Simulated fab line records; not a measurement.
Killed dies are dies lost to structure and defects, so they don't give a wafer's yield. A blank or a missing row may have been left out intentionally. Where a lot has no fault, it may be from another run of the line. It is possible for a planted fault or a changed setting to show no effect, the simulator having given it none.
Split-lot experiment	flow n5-finfet	21 wafers read across 7 lots, on a route 1938 steps long

## SPLIT DETAILS
At N5_BEOL_M6_TRENCH_ETCH_37 (etches SiCOH lowk in C4F6/O2, target depth 94.435 nm, time 31.5 s), the setting time-s was moved away from the recipe's 31.5 s on 5 of the 21 wafers read, by -11.6% to +16.8%. All remaining wafers had this setting at the recipe value.

## FROM THE SPLIT TO THE READING: what the file shows between them, 17 steps
- N5_BEOL_M6_ETCH_41: etches SiCN in CH3F/O2, target depth 29.7 nm, time 52 s
- N5_BEOL_M6_STRIP_80: strips in N2/H2, time 10 s
- N5_BEOL_M6_OCD_MEAS_38
- N5_BEOL_M6_HM_STRIP_39: strips TiN in peroxide tin strip, target depth 25 nm, time 158 s
- N5_BEOL_M6_SRD_40: time 30 s
- N5_BEOL_M6_PRECLEAN_42: cleans in residue remover, time 60 s
- N5_BEOL_M6_SRD_43: time 30 s
- N5_BEOL_M6_CD_MEAS_35: target cd 40 nm, target cd y 28 nm
- N5_BEOL_M6_ALD_77: deposits TaN, target thk 2 nm, pulse time 2 s, purge time 3 s (also split here: ald-cycles)
- N5_BEOL_M6_SURFACE_TREAT_79
- N5_BEOL_M6_CVD_78: deposits Co from CCTBA/H2, target thk 2 nm, time 142.3 s
- N5_BEOL_M6_ECD_50: material Cu, target thk 300 nm
- N5_BEOL_M6_ANNEAL_51: time 90 s
- N5_BEOL_M6_CMP_52: polishes, stops on SiCOH lowk, t overpolish 6.9 s, target thk 80 nm
- N5_BEOL_M6_THK_MEAS_53: measures by xrf
- N5_BEOL_M6_PRE_CLEAN_55: time 15 s
- N5_BEOL_M6_DEP_56: deposits SiCN from 3MS/NH3, target thk 10 nm, time 17.5 s

## THE READING
M6_RS (ohm/sq), read at N5_BEOL_M6_RS_MEAS_57 with a four-point probe. A value of 0.280 ohm/sq with a standard deviation of 0.0083 ohm/sq is what fault-free wafers of this fab line usually give.

wafer	tool, chamber at the split	time-s as run, s	against the recipe	M6_RS, ohm/sq	against lot-mates on the recipe
L078.1	rie-diel-06, 2	31.5	recipe	0.270	-
L078.4	rie-diel-06, 3	31.5	recipe	0.267	-
L078.6	rie-diel-06, 2	31.5	recipe	0.274	-
L083.1	rie-diel-06, 0	36.78	+16.8%	0.239	-0.041
L083.2	rie-diel-06, 2	31.5	recipe	0.280	-
L083.4	rie-diel-06, 1	36.78	+16.8%	0.232	-0.048
L090.1	rie-diel-02, 2	35.9	+14.0%	0.227	-0.053
L090.2	rie-diel-02, 0	31.5	recipe	0.280	-
L090.5	rie-diel-02, 2	35.9	+14.0%	0.221	-0.059
L089.3	rie-diel-06, 1	31.5	recipe	0.289	-
L089.4	rie-diel-06, 3	31.5	recipe	0.262	-
L089.6	rie-diel-06, 2	31.5	recipe	0.275	-
L092.2	rie-diel-06, 0	31.5	recipe	0.287	-
L092.5	rie-diel-06, 0	31.5	recipe	0.292	-
L092.6	rie-diel-06, 1	31.5	recipe	0.278	-
L096.3	rie-diel-06, 3	31.5	recipe	0.263	-
L096.4	rie-diel-06, 0	31.5	recipe	0.279	-
L096.6	rie-diel-06, 0	31.5	recipe	0.284	-
L097.2	rie-diel-06, 3	31.5	recipe	0.260	-
L097.3	rie-diel-06, 1	31.5	recipe	0.280	-
L097.4	rie-diel-06, 2	27.86	-11.6%	0.327	+0.057

THE FIT
A straight line over all 21 wafers: M6_RS changes by -0.0032 ohm/sq for each +1% of time-s; r = -0.91; the points scatter about the line by 0.01 ohm/sq.
The same after taking each lot's own level away (the mean of its wafers on the recipe; 21 wafers): -0.00349 ohm/sq for each +1%; r = -0.93; scatter 0.0095 ohm/sq.
Per that fit: largest time-s move, reading shift of 0.058 ohm/sq.
The span of the lots' own levels, 0.2700 to 0.2857 ohm/sq, comes to 1.9 times the standard deviation stated above.
Consequently the slope shifts little with the lot-to-lot level, the two slopes agreeing.
Check: with one of the wafers moved furthest among these (+16.8%) left out of the fit, the line predicts -0.0627 ohm/sq for it against its lot-mates. It came out at -0.041 ohm/sq against them.

## OTHER SPLITS APPLIED TO THESE WAFERS
These wafers also went through other splits before the reading. Each is held against what the fit with the lots' levels taken away leaves over:
other split on the same wafers	wafers away from the commonest value	r with M6_RS (lot level and that fit taken away)
N5_BEOL_M6_EXPOSE_08 dose-mj	4	-0.05
N5_BEOL_M6_ALD_77 ald-cycles	4	+0.04

## THE WHOLE CHAIN: every reading that the file lists as answering this split, in the file's order
step	what it does	reading	change (the file's fit)	r (the file's)
N5_BEOL_M6_TRENCH_ETCH_37	etches SiCOH lowk in C4F6/O2, target depth 94.435 nm, time 31.5 s	BEOL_M6.feature-depth-nm (the simulator's own value, which no gauge read)	+1.01 nm for each +1% of the setting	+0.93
N5_BEOL_M6_TRENCH_ETCH_37	etches SiCOH lowk in C4F6/O2, target depth 94.435 nm, time 31.5 s	etch.depth-nm (the simulator's own value, which no gauge read)	+1.01 nm for each +1% of the setting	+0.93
N5_BEOL_M6_OCD_MEAS_38		trench-depth-nm	+1.01 nm for each +1% of the setting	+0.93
N5_BEOL_M6_CMP_52	polishes, stops on SiCOH lowk, t overpolish 6.9 s, target thk 80 nm	Cu_of_BEOL_M6_ECD_50.thk-nm (the simulator's own value, which no gauge read)	+1.01 nm for each +1% of the setting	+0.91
N5_BEOL_M6_THK_MEAS_53	measures by xrf	M6_THK	+1.03 for each +1% of the setting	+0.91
N5_BEOL_M6_RS_MEAS_57	measures by four-point-probe	M6_RS	-0.00359 for each +1% of the setting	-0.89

## FILE'S OWN FIT
M6_RS changes by -0.00359 ohm/sq for each +1% of time-s, r = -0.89.
